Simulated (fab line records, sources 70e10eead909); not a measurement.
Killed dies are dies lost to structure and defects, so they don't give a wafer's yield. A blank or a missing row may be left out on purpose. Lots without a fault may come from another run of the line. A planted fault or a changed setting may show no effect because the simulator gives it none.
Chamber matching | flow nand_harc | NHARC_P_BONDPAD_ETCH_37 on rie_diel-12: 4 sister chambers
The step etches the open film in N2/H2, target depth 60 nm, overetch 18 nm, time 65.91 s. 4 wafers are shown with their chamber, then 7 later ones without.

WAFERS WITH THEIR CHAMBER
wafer  | chamber | rf_vpp_V (V)
L278.2 | 3       | 427.6
L279.2 | 0       | 431.2
L288.1 | 1       | 428.5
L288.4 | 2       | 427.1

WAFERS WITHOUT THEIR CHAMBER
wafer  | rf_vpp_V (V)
L288.5 | 426.8
L289.1 | 431.3
L289.5 | 430.5
L289.6 | 426.8
L292.1 | 426.4
L292.3 | 426.8
L292.5 | 426.6

WHICH CHAMBER EACH WENT THROUGH
wafer  | from the rows above     | in truth
L288.5 | can't be placed: 2 or 3 | 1
L289.1 | 0                       | 0
L289.5 | 0                       | 0
L289.6 | can't be placed: 2 or 3 | 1
L292.1 | can't be placed: 2 or 3 | 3
L292.3 | can't be placed: 2 or 3 | 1
L292.5 | can't be placed: 2 or 3 | 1
Placed correctly: 2 of 7. Can't be placed from these rows: 5 (the true chamber is among the candidates in 1). Placed wrongly: 0.
How it was worked out, from the rows above alone: a wafer's distance from a chamber is the root of the sum, over the readings, of the square of ((its reading less the chamber's mean) divided by the reading's scatter). The wafer belongs to the nearest chamber; if the next one is less than 2 further off, it can't be placed. A chamber's mean is the mean of its shown wafers. The scatter: with one shown wafer a chamber, the root of the mean of the squares of how far each hidden wafer lies from its nearest shown one.
